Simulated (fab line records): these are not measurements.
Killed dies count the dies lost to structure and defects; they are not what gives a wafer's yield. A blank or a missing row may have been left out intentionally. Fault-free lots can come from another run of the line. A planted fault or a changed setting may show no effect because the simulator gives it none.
fab line records ; flow n5-finfet
[record] lots = 9; wafers = 27; last-day = 20
route steps=1938 shown MOL_CONTACT_COAG@609 BEOL_M4@1111
lots with no fault: from the same line, run without faults
start-h: hours from the record's first day to the start of the lot's first wafer shown ; wait-h: hours from the lot's prior step to this one ; " the same as in the row above ; L1.1+2: a single row standing in for several wafers ; - value missing, or start not given ; * or withheld: withheld ; < > ~ a bound
route shown NAME@n: a module of which the file shows steps, and the number in the route of the first ; usual: the fault-free wafers' mean and standard deviation ; same: alike in all rows ; chamber/n: place in a boat ; sites: readings site by site ; _std_site: standard deviation of those values ; _edge_site: outer sites' mean less inner sites' ; radius-mm: for every site, how far away it sits from the centre of the wafer ; mask NAME#n: copy n ; behind: tool/chamber where the wafer was last shaped ; hold: why the lot was held/for how many hours/how that ended ; device: transistor that didn't switch, given as n, p or np ; end of line: tests of these same wafers at the route's end ; for a step that has no rows: nothing shown but its recipe ; killed: count of dies lost to structure and defects at first sort (not the wafer's yield) ; map: per-die view of a wafer (x killed, . not killed, _ where there is no die)
set.NAME: the run value of the setting; set.NAME@STEP: its run value at that earlier step ; model.NAME: the simulator's own value behind a step, which no gauge read
route steps across a sampled set of lots; one table per step, one row per wafer
services: the hour from which a tool's chamber was out of use, counted from the record's first day as start-h (under 0 if before that day), plus the number of hours and why
[[steps]]
[step N5_MOL_CONTACT_COAG_ETCHBACK_134]
[recipe] chemistry = CHF3; target = SiO2; target-depth-a = 100; time-s = 6.7; ion-energy-ev = 200; pressure-mtorr = 30; source-w = 610; bias-w = 170; Ar_flow_sccm = 200; CHF3_flow_sccm = 50
[usual] drypump-motor-current-A = 5.8/0.47; oes-product-au = 0.79/0.09; rf-fwd-power-W = 602/3.1; rf-vpp-V = 525/5.3; showerhead-plenum-p-Torr = 2.40/0.048; throttle-valve-pct = 18.81/0.19
lot.wafer;tool;chamber;start-h;wait-h;drypump-motor-current-A;oes-product-au;rf-fwd-power-W;rf-hours-counter-h;rf-vpp-V;showerhead-plenum-p-Torr;throttle-valve-pct
L739.2;rie-diel-01;2;110.59;0.1;5.0;0.71;603;218;536;2.45;18.68
L739.3;rie-diel-01;0;110.59;0.1;6.5;0.91;601;27;528;2.34;18.62
L739.6;rie-diel-01;0;110.59;0.1;6.5;0.90;600;-;529;2.34;18.63
L742.1;rie-diel-05;0;124.10;0.1;5.7;0.84;597;58;530;2.52;18.79
L742.4;rie-diel-05;3;124.10;0.1;5.9;0.83;604;75;523;2.32;18.89
L742.6;rie-diel-05;0;124.10;0.1;5.7;0.83;599;-;528;2.52;18.80
L743.1;rie-diel-01;3;132.07;0.3;5.2;0.79;601;108;516;2.39;18.97
L743.3;rie-diel-01;0;132.07;0.3;6.5;0.90;598;35;529;2.34;18.64
L743.5;rie-diel-01;2;132.07;0.3;5.0;0.70;603;-;536;2.45;18.70
L745.2;rie-diel-01;3;143.07;0.1;5.2;0.79;599;113;517;2.39;19.00
L745.5;rie-diel-01;3;143.07;0.1;5.1;0.79;600;-;517;2.39;18.98
L745.6;rie-diel-01;0;143.07;0.1;6.5;0.90;604;-;529;2.34;18.64
L749.2;rie-diel-04;3;165.59;0.5;5.5;0.94;604;15;529;2.44;18.59
L749.3;rie-diel-04;1;165.59;0.5;6.2;0.67;599;254;525;2.34;18.94
L749.4;rie-diel-04;1;165.59;0.5;6.3;0.67;599;-;525;2.34;18.92
L751.1;rie-diel-04;2;181.63;0.1;5.6;0.71;603;182;520;2.38;19.05
L751.4;rie-diel-04;3;181.63;0.1;5.5;0.92;601;-;528;2.44;18.60
L751.6;rie-diel-04;2;181.63;0.1;5.6;0.71;604;-;521;2.38;19.04
L753.2;rie-diel-04;3;199.57;0.1;5.5;0.90;601;27;527;2.43;18.62
L753.3;rie-diel-04;0;199.57;0.1;6.2;0.94;603;5;530;2.43;18.49
L753.5;rie-diel-04;0;199.57;0.1;6.2;0.93;600;-;531;2.43;18.48
L760.2;rie-diel-05;1;242.37;0.2;6.6;0.76;606;158;519;2.38;18.61
L760.3;rie-diel-05;3;242.37;0.2;5.9;0.80;606;111;520;2.30;18.95
L760.6;rie-diel-05;2;242.37;0.2;6.0;0.71;605;-;522;2.45;19.04
L761.1;rie-diel-04;1;243.58;0.3;6.2;0.93;593;12;526;2.34;18.52
L761.2;rie-diel-04;2;243.58;0.3;5.6;0.69;604;205;521;2.37;19.09
L761.5;rie-diel-04;3;243.58;0.3;5.5;0.88;606;-;526;2.43;18.62
[step N5_MOL_CONTACT_COAG_ETCH_48]
[recipe] chemistry = C4F6/O2; target-depth-a = 150; overetch-a = 45; mask-material = SOC; target = SiOC; bias-w = 465; pressure-mtorr = 10; time-s = 17; source-w = 335; Ar_flow_sccm = 300; C4F6_flow_sccm = 10; O2_flow_sccm = 10; ion-energy-ev = 576
[usual] drypump-motor-current-A = 5.8/0.47; oes-product-au = 0.67/0.078; rf-fwd-power-W = 332.2/1.4; rf-vpp-V = 1592/15; showerhead-plenum-p-Torr = 2.86/0.058; throttle-valve-pct = 40.76/0.22
lot.wafer;tool;chamber;start-h;wait-h;drypump-motor-current-A;oes-product-au;rf-fwd-power-W;rf-hours-counter-h;rf-vpp-V;showerhead-plenum-p-Torr;throttle-valve-pct
L739.2;rie-diel-01;2;110.82;0.0;5.0;0.64;332.8;218;1624;2.93;40.34
L739.3;rie-diel-01;0;110.82;0.0;6.5;0.78;331.2;27;1601;2.80;40.60
L739.6;rie-diel-01;0;110.82;0.0;6.5;0.77;332.3;-;1603;2.80;40.60
L742.1;rie-diel-05;0;124.32;0.0;5.7;0.69;329.6;58;1601;3.00;40.79
L742.4;rie-diel-05;3;124.32;0.0;5.9;0.68;333.7;76;1581;2.76;40.68
L742.6;rie-diel-05;0;124.32;0.0;5.7;0.72;330.3;-;1604;3.00;40.80
L743.1;rie-diel-01;3;132.30;0.0;5.2;0.68;330.3;109;1569;2.86;41.00
L743.3;rie-diel-01;0;132.30;0.0;6.5;0.78;330.9;35;1601;2.79;40.59
L743.5;rie-diel-01;2;132.30;0.0;5.0;0.60;332.2;-;1625;2.92;40.37
L745.2;rie-diel-01;3;143.29;0.0;5.2;0.68;332.3;113;1568;2.85;41.00
L745.5;rie-diel-01;3;143.29;0.0;5.2;0.67;331.7;-;1569;2.85;41.00
L745.6;rie-diel-01;0;143.29;0.0;6.5;0.71;333.2;-;1602;2.79;40.58
L749.2;rie-diel-04;3;165.82;0.0;5.5;0.75;332.4;15;1600;2.91;40.73
L749.3;rie-diel-04;1;165.82;0.0;6.3;0.61;330.4;254;1593;2.79;40.88
L749.4;rie-diel-04;1;165.82;0.0;6.2;0.55;330.7;-;1593;2.79;40.86
L751.1;rie-diel-04;2;181.97;0.0;5.6;0.58;333.8;183;1583;2.84;41.06
L751.4;rie-diel-04;3;181.97;0.0;5.5;0.75;332.2;-;1600;2.91;40.70
L751.6;rie-diel-04;2;181.97;0.0;5.5;0.62;332.0;-;1582;2.84;41.08
L753.2;rie-diel-04;3;199.80;0.0;5.5;0.77;334.3;28;1598;2.90;40.74
L753.3;rie-diel-04;0;199.80;0.0;6.2;0.79;331.8;5;1608;2.90;40.50
L753.5;rie-diel-04;0;199.80;0.0;6.2;0.79;332.2;-;1609;2.91;40.49
L760.2;rie-diel-05;1;242.60;0.0;6.6;0.64;333.6;158;1574;2.84;40.55
L760.3;rie-diel-05;3;242.60;0.0;6.0;0.66;333.6;111;1580;2.75;40.71
L760.6;rie-diel-05;2;242.60;0.0;6.0;0.62;334.2;-;1591;2.92;40.67
L761.1;rie-diel-04;1;243.80;0.0;6.2;0.80;329.1;12;1593;2.78;40.48
L761.2;rie-diel-04;2;243.80;0.0;5.6;0.62;332.4;205;1582;2.83;41.10
L761.5;rie-diel-04;3;243.80;0.0;5.5;0.76;331.3;-;1597;2.90;40.75
[step N5_MOL_CONTACT_COAG_STRIP_72]
[recipe] chemistry = N2/H2; power-w = 450; temp-c = 40; pressure-mtorr = 20; rf-frequency-hz = 6e+07; overash-fraction = 3; bias-power-w = 7; h2-frac = 0.5; n2-flow-sccm = 200; h2-flow-sccm = 200
[usual] drypump-motor-current-A = 5.8/0.47; h2-flow-sccm = 199.9/0.62; oes-product-au = 0.79/0.092; rf-vpp-V = 59.2/1.9; showerhead-plenum-p-Torr = 2.55/0.056; throttle-valve-pct = 23.75/0.22
lot.wafer;tool;chamber;start-h;wait-h;drypump-motor-current-A;h2-flow-sccm;oes-product-au;rf-hours-counter-h;rf-vpp-V;showerhead-plenum-p-Torr;throttle-valve-pct
L739.2;rie-diel-01;2;110.87;0.0;5.0;199.0;0.71;218;60.5;2.61;23.36
L739.3;rie-diel-01;0;110.87;0.0;6.5;199.8;0.91;27;56.5;2.49;23.54
L739.6;rie-diel-01;0;110.87;0.0;6.5;199.4;0.92;-;57.5;2.49;23.56
L742.1;rie-diel-05;0;124.37;0.0;5.8;199.8;0.84;58;56.6;2.69;23.89
L742.4;rie-diel-05;3;124.37;0.0;6.0;200.2;0.83;76;62.1;2.46;23.66
L742.6;rie-diel-05;0;124.37;0.0;5.7;199.3;0.85;-;58.4;2.69;23.88
L743.1;rie-diel-01;3;132.35;0.0;5.2;199.7;0.78;109;60.8;2.57;23.92
L743.3;rie-diel-01;0;132.35;0.0;6.5;200.7;0.91;35;57.8;2.49;23.60
L743.5;rie-diel-01;2;132.35;0.0;5.0;199.6;0.71;-;61.5;2.60;23.38
L745.2;rie-diel-01;3;143.34;0.0;5.2;198.7;0.77;113;59.4;2.56;23.98
L745.5;rie-diel-01;3;143.34;0.0;5.2;199.3;0.78;-;58.3;2.56;23.96
L745.6;rie-diel-01;0;143.34;0.0;6.5;200.0;0.88;-;58.5;2.49;23.58
L749.2;rie-diel-04;3;165.87;0.0;5.5;199.8;0.95;15;58.8;2.60;23.69
L749.3;rie-diel-04;1;165.87;0.0;6.2;200.1;0.67;254;61.0;2.49;23.77
L749.4;rie-diel-04;1;165.87;0.0;6.2;200.3;0.67;-;60.6;2.49;23.74
L751.1;rie-diel-04;2;182.05;0.1;5.5;200.7;0.71;183;56.2;2.52;24.03
L751.4;rie-diel-04;3;182.05;0.1;5.5;199.7;0.92;-;58.5;2.60;23.72
L751.6;rie-diel-04;2;182.05;0.1;5.6;200.6;0.72;-;59.0;2.52;24.04
L753.2;rie-diel-04;3;199.85;0.0;5.5;199.0;0.90;28;58.5;2.60;23.72
L753.3;rie-diel-04;0;199.85;0.0;6.2;200.4;0.94;5;64.2;2.60;23.37
L753.5;rie-diel-04;0;199.85;0.0;6.2;200.9;0.94;-;57.8;2.60;23.41
L760.2;rie-diel-05;1;242.65;0.0;6.6;200.3;0.76;158;59.1;2.54;23.69
L760.3;rie-diel-05;3;242.65;0.0;6.0;200.3;0.80;111;58.7;2.44;23.77
L760.6;rie-diel-05;2;242.65;0.0;6.0;198.8;0.72;-;61.4;2.62;23.87
L761.1;rie-diel-04;1;243.86;0.0;6.2;201.9;0.91;12;56.9;2.48;23.33
L761.2;rie-diel-04;2;243.86;0.0;5.5;198.5;0.67;205;60.5;2.51;24.04
L761.5;rie-diel-04;3;243.86;0.0;5.5;200.0;0.89;-;62.1;2.59;23.70
[step N5_MOL_CONTACT_COAG_CMP_52]
[recipe] stop-on = SiO2; t-overpolish-s = 1.5; post-cmp-clean = w-dilute-nh4oh; down-force-psi = 4; platen-rpm = 50.289; pad-velocity-m-s = 1.0006; target-thk-nm = 66.5
[usual] motor-current-A = 11.6/1.3; overpolish-run-s = 1.500/0.0088; platen-rpm = 50.29/0.032; time-to-endpoint-s = 13.6/2.1
lot.wafer;tool;chamber;start-h;wait-h;motor-current-A;overpolish-run-s;platen-rpm;time-to-endpoint-s
L739.2;cmp-02;1;111.59;0.1;13.3;1.513;50.28;17.2
L739.3;cmp-02;2;111.59;0.1;11.2;1.508;50.31;18.5
L739.6;cmp-02;1;111.59;0.1;13.5;1.506;50.20;18.4
L742.1;cmp-01;0;125.50;0.1;9.7;1.507;50.26;14.7
L742.4;cmp-01;2;125.50;0.1;11.8;1.495;50.30;14.9
L742.6;cmp-01;0;125.50;0.1;10.0;1.500;50.33;15.5
L743.1;cmp-02;0;133.21;0.1;11.6;1.494;50.26;14.4
L743.3;cmp-02;1;133.21;0.1;13.3;1.501;50.25;12.6
L743.5;cmp-02;0;133.21;0.1;11.5;1.506;50.32;12.0
L745.2;cmp-02;1;144.03;0.0;12.8;1.505;50.31;12.8
L745.6;cmp-02;1;144.03;0.0;13.3;1.497;50.36;12.3
L745.5;cmp-02;2;144.03;0.0;11.9;1.502;50.33;11.9
L749.4;cmp-02;2;166.60;0.1;10.8;1.493;50.32;13.0
L749.2;cmp-02;3;166.60;0.1;10.9;1.508;50.29;10.8
L749.3;cmp-02;0;166.60;0.1;11.0;1.493;50.30;9.8
L751.4;cmp-02;3;182.81;0.1;10.8;1.523;50.30;13.1
L751.1;cmp-02;0;182.81;0.1;11.2;1.510;48.26;12.4
L751.6;cmp-02;3;182.81;0.1;10.8;1.499;50.28;12.6
L753.3;cmp-02;0;201.11;0.0;11.2;1.485;48.33;13.0
L753.2;cmp-02;1;201.11;0.0;12.7;1.493;50.31;12.8
L753.5;cmp-02;1;201.11;0.0;12.5;1.491;50.32;12.9
L760.2;cmp-04;3;243.41;0.0;12.7;1.499;50.32;13.1
L760.3;cmp-04;2;243.41;0.0;12.8;1.501;50.32;15.5
L760.6;cmp-04;3;243.41;0.0;12.8;1.510;50.25;15.8
L761.1;cmp-04;2;244.58;0.1;12.6;1.504;50.33;14.8
L761.2;cmp-04;0;244.58;0.1;13.3;1.510;50.32;9.4
L761.5;cmp-04;2;244.58;0.1;12.6;1.492;50.32;12.7
[step N5_BEOL_M4_RC_MEAS_101]
[usual] DIBL_N = 36.6/1.3; DIBL_P = 36.4/1.4; IOFF_N = 0.167/0.023; IOFF_P = 0.219/0.029; ION_N = 678/8.7; ION_P = 464/6.4; SS_N = 71.5/0.53; SS_P = 73.4/0.57; VT_N = 248.5/2.8; VT_P = -249/3.1
lot.wafer;tool;chamber;start-h;wait-h;DIBL_N[mV/V];DIBL_P[mV/V];IOFF_N[nA/um];IOFF_P[nA/um];ION_N[uA/um];ION_P[uA/um];SS_N[mV/dec];SS_P[mV/dec];VT_N[mV];VT_P[mV]
L739.2;prober-01;0;198.35;0.2;39.7;38.0;0.211;0.267;692;469;72.4;74.2;244.7;-246
L739.3;prober-01;0;198.35;0.2;37.9;35.7;0.180;0.226;686;469;71.0;73.1;245.5;-248
L739.6;prober-01;0;198.35;0.2;37.8;35.3;0.174;0.220;674;463;71.6;72.9;247.3;-249
L743.1;prober-02;0;201.08;0.0;34.3;33.1;0.125;0.212;660;468;71.6;72.4;254.0;-247
L743.3;prober-02;0;201.08;0.0;35.1;33.8;0.132;0.219;673;475;71.4;72.5;253.4;-249
L743.5;prober-02;0;201.08;0.0;36.7;35.5;0.164;0.256;675;476;73.2;72.3;249.6;-245
L742.1;prober-02;0;202.92;0.0;37.2;36.1;0.166;0.233;688;471;71.8;73.2;247.2;-245
L742.4;prober-02;0;202.92;0.0;37.2;35.8;0.158;0.233;691;470;71.2;73.9;246.0;-245
L742.6;prober-02;0;202.92;0.0;39.4;38.8;0.219;0.279;702;477;71.9;74.0;242.7;-246
L745.2;prober-01;0;233.17;0.2;36.8;37.2;0.144;0.192;676;460;71.5;73.0;251.5;-252
L745.5;prober-01;0;233.17;0.2;36.2;36.7;0.149;0.185;678;460;71.3;73.2;251.0;-256
L745.6;prober-01;0;233.17;0.2;35.3;35.4;0.128;0.163;675;452;71.1;72.7;253.6;-255
L749.2;prober-01;0;254.85;0.2;34.9;36.0;0.157;0.243;675;467;71.3;73.4;252.5;-242
L749.3;prober-01;0;254.85;0.2;34.1;34.6;0.154;0.216;678;468;71.1;72.9;248.4;-246
L749.4;prober-01;0;254.85;0.2;34.5;35.8;0.158;0.238;681;472;71.1;73.4;249.7;-247
L753.2;prober-02;0;296.83;0.2;37.3;36.1;0.187;0.241;675;464;72.4;73.5;248.6;-245
L753.3;prober-02;0;296.83;0.2;38.8;38.8;0.219;0.290;681;468;72.3;75.0;245.4;-244
L753.5;prober-02;0;296.83;0.2;37.2;35.9;0.182;0.238;669;459;72.7;73.2;246.7;-246
L751.1;prober-01;0;305.05;0.0;35.5;37.1;0.165;0.201;674;460;71.6;74.1;248.2;-253
L751.4;prober-01;0;305.05;0.0;36.0;38.0;0.177;0.215;673;457;71.8;74.1;249.4;-253
L751.6;prober-01;0;305.05;0.0;36.7;38.3;0.189;0.210;670;455;72.2;74.1;247.0;-251
L761.1;prober-02;0;351.41;0.0;36.2;37.2;0.160;0.197;679;461;71.8;72.2;248.6;-252
L761.2;prober-02;0;351.41;0.0;36.1;36.6;0.153;0.182;676;457;71.3;72.6;251.2;-250
L761.5;prober-02;0;351.41;0.0;35.8;36.3;0.151;0.179;679;460;70.9;72.6;250.6;-252
L760.2;prober-01;0;358.47;0.2;38.3;39.0;0.231;0.281;704;477;71.8;74.7;242.5;-245
L760.3;prober-01;0;358.47;0.2;37.2;36.4;0.193;0.235;689;468;71.3;74.4;245.3;-249
L760.6;prober-01;0;358.47;0.2;37.2;36.5;0.188;0.234;690;468;71.6;73.3;245.2;-250
[[services]]
tool;chamber;start-h;hours;kind
rie-diel-04;3;101.78;-;clean
rie-diel-04;3;101.78;-;consumable-replace:focus-ring
rie-diel-04;3;101.78;28.4;scheduled-down
rie-diel-04;3;101.78;28.4;vent-cycle
cmp-02;-;113.89;4.0;pm
cmp-04;-;113.89;0.6;repair
rie-diel-04;-;119.54;2.3;repair
cmp-04;-;131.11;6.7;pm
rie-diel-05;-;132.88;14.6;pm
cmp-01;-;141.80;2.4;repair
rie-diel-04;0;160.67;-;clean
rie-diel-04;0;160.67;-;consumable-replace:focus-ring
rie-diel-04;0;160.67;25.2;scheduled-down
rie-diel-04;0;160.67;25.2;vent-cycle
rie-diel-05;1;173.90;8.8;repair
rie-diel-04;1;176.16;8.1;repair
rie-diel-01;0;182.28;1.9;repair
cmp-04;-;182.94;5.0;pm
rie-diel-04;1;185.89;-;clean
rie-diel-01;2;190.80;1.6;repair
cmp-02;-;192.28;1.1;repair
rie-diel-04;0;214.62;7.9;repair
rie-diel-05;-;236.95;2.4;repair
cmp-01;-;244.45;9.3;pm
[[key]]
[first-sign] step = N5_MOL_CONTACT_COAG_CMP_52; reading = platen-rpm; direction = down; sigmas = 62; usual = 50.29; struck = 48.30
effect none on later readings
met-at N5_MOL_CONTACT_COAG_CMP_52
struck-lots L751,L753
struck-wafers L751.1,L753.3
not-acting-at N5_MOL_CONTACT_COAG_ETCHBACK_134,N5_MOL_CONTACT_COAG_ETCH_48,N5_MOL_CONTACT_COAG_STRIP_72
onset-between 166.60 182.81
[fault] kind = process-parameter-drift; tool = cmp-02; chamber = 0; onset-h = 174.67; steps = N5_MOL_CONTACT_COAG_CMP_52; channel = platen-rpm; offset = -2.0116; shape = step; end-h = 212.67; acts-in = these-recipes-only; stated = 50.289
